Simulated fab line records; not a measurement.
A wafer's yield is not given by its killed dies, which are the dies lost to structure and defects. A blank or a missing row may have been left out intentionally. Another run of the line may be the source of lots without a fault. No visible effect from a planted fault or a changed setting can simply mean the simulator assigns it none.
Split-lot study + flow n5-finfet + on a route of 1938 steps: 7 lots, 39 wafers read

ON THE SPLIT
At N5_HKMG_FIN_DEVELOP_48 (develop time 30 s), the setting develop-time-s was moved away from the recipe's 30 s on 12 of the 39 wafers read, by -48.3% to +16.1%. The other wafers ran this setting at the recipe's value.

No step appears in the file between the split and the reading.

THE READING
cd-nm, in nm, at N5_HKMG_FIN_CD_MEAS_49 (target cd 202 nm). A value of 202.0 nm with a standard deviation of 0.51 nm is what fault-free wafers of this fab line usually give.

| wafer  | tool, chamber at the split | develop-time-s as run, s | against the recipe | cd-nm, nm | against lot-mates on the recipe |
|--------|----------------------------|--------------------------|--------------------|-----------|---------------------------------|
| L077.1 | litho-track-03, 0          | 30                       | recipe             | 201.1     | -                               |
| L077.2 | litho-track-03, 0          | 30                       | recipe             | 200.8     | -                               |
| L077.3 | litho-track-03, 0          | 15.5                     | -48.3%             | 198.6     | -2.7                            |
| L077.4 | litho-track-03, 0          | 15.5                     | -48.3%             | 198.3     | -3.0                            |
| L077.5 | litho-track-03, 0          | 30                       | recipe             | 201.9     | -                               |
| L077.6 | litho-track-03, 0          | 15.5                     | -48.3%             | 198.0     | -3.3                            |
| L080.3 | litho-track-02, 0          | 30                       | recipe             | 202.4     | -                               |
| L080.4 | litho-track-02, 0          | 30                       | recipe             | 201.7     | -                               |
| L080.5 | litho-track-02, 0          | 30                       | recipe             | 202.9     | -                               |
| L082.1 | litho-track-01, 0          | 34.83                    | +16.1%             | 203.0     | +0.6                            |
| L082.2 | litho-track-01, 0          | 34.83                    | +16.1%             | 202.6     | +0.2                            |
| L082.3 | litho-track-01, 0          | 30                       | recipe             | 202.7     | -                               |
| L082.4 | litho-track-01, 0          | 30                       | recipe             | 202.3     | -                               |
| L082.5 | litho-track-01, 0          | 30                       | recipe             | 202.3     | -                               |
| L082.6 | litho-track-01, 0          | 34.83                    | +16.1%             | 203.1     | +0.7                            |
| L083.1 | litho-track-01, 0          | 30                       | recipe             | 202.2     | -                               |
| L083.2 | litho-track-01, 0          | 21.73                    | -27.6%             | 200.6     | -1.2                            |
| L083.3 | litho-track-01, 0          | 21.73                    | -27.6%             | 200.7     | -1.1                            |
| L083.4 | litho-track-01, 0          | 30                       | recipe             | 201.6     | -                               |
| L083.5 | litho-track-01, 0          | 30                       | recipe             | 201.7     | -                               |
| L083.6 | litho-track-01, 0          | 21.73                    | -27.6%             | 200.1     | -1.7                            |
| L084.1 | litho-track-01, 0          | 30                       | recipe             | 202.6     | -                               |
| L084.2 | litho-track-01, 0          | 30                       | recipe             | 202.3     | -                               |
| L084.3 | litho-track-01, 0          | 30                       | recipe             | 203.1     | -                               |
| L084.4 | litho-track-01, 0          | 30                       | recipe             | 202.0     | -                               |
| L084.5 | litho-track-01, 0          | 30                       | recipe             | 202.3     | -                               |
| L084.6 | litho-track-01, 0          | 30                       | recipe             | 202.7     | -                               |
| L085.1 | litho-track-02, 0          | 30                       | recipe             | 202.5     | -                               |
| L085.2 | litho-track-02, 0          | 30                       | recipe             | 202.1     | -                               |
| L085.3 | litho-track-02, 0          | 22.49                    | -25.0%             | 200.9     | -1.4                            |
| L085.4 | litho-track-02, 0          | 22.49                    | -25.0%             | 200.6     | -1.7                            |
| L085.5 | litho-track-02, 0          | 22.49                    | -25.0%             | 200.9     | -1.4                            |
| L085.6 | litho-track-02, 0          | 30                       | recipe             | 202.3     | -                               |
| L097.1 | litho-track-01, 0          | 30                       | recipe             | 202.4     | -                               |
| L097.2 | litho-track-01, 0          | 30                       | recipe             | 202.0     | -                               |
| L097.3 | litho-track-01, 0          | 30                       | recipe             | 202.6     | -                               |
| L097.4 | litho-track-01, 0          | 30                       | recipe             | 202.3     | -                               |
| L097.5 | litho-track-01, 0          | 30                       | recipe             | 201.3     | -                               |
| L097.6 | litho-track-01, 0          | 30                       | recipe             | 201.7     | -                               |

THE FIT
A straight line over all 39 wafers: cd-nm changes by +0.0694 nm for each +1% of develop-time-s; r = +0.91; the points scatter about the line by 0.52 nm.
The same after taking each lot's own level away (the mean of its wafers on the recipe; 39 wafers): +0.0557 nm for each +1%; r = +0.93; scatter 0.37 nm.
Per that fit: largest develop-time-s move, reading shift of 2.7 nm.
The span of the lots' own levels, 201.27 to 202.50 nm, comes to 2.4 times the standard deviation stated above.
In other words, the slope is changed by the lot-to-lot level; the two fits disagree.
Check: for one of the wafers moved furthest among these (-48.3%), held out of the fit, the line's prediction against its lot-mates is -2.76 nm. It came out at -2.67 nm against them.

FURTHER SPLITS ON THESE WAFERS
Before the reading, these wafers also passed through other splits. Each is held against what the fit with the lots' levels taken away leaves over:
| other split on the same wafers          | wafers away from the commonest value | r with cd-nm (lot level and that fit taken away) |
|-----------------------------------------|--------------------------------------|--------------------------------------------------|
| N5_ZERO_LAYER_PECVD_02 time-s           | 12                                   | -0.18                                            |
| N5_FIN_SAQP_SPACER2_ALD_28 target-thk-a | 15                                   | -0.22                                            |
| N5_SD_EPI_N_ETCH_45 target-depth-a      | 9                                    | +0.10                                            |

THE WHOLE CHAIN: every reading that the file lists as answering this split, in the file's order
| step                   | what it does                                           | reading                                                                | change (the file's fit)                | r (the file's) |
|------------------------|--------------------------------------------------------|------------------------------------------------------------------------|----------------------------------------|----------------|
| N5_HKMG_FIN_CD_MEAS_49 | target cd 202 nm                                       | cd-nm                                                                  | +0.0564 nm for each +1% of the setting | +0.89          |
| N5_HKMG_FIN_ETCH_54    | etches SiARC in CF4, target depth 45.5 nm, time 75.8 s | HKMG_FIN.cd-offset-nm (the simulator's own value, which no gauge read) | +0.0596 nm for each +1% of the setting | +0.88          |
| N5_HKMG_FIN_ETCH_55    | etches SOC in N2/H2, target depth 240 nm, time 300 s   | HKMG_FIN.cd-offset-nm (the simulator's own value, which no gauge read) | +0.0612 nm for each +1% of the setting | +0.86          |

FILE'S OWN FIT
cd-nm changes by +0.0564 nm for each +1% of develop-time-s, r = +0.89.
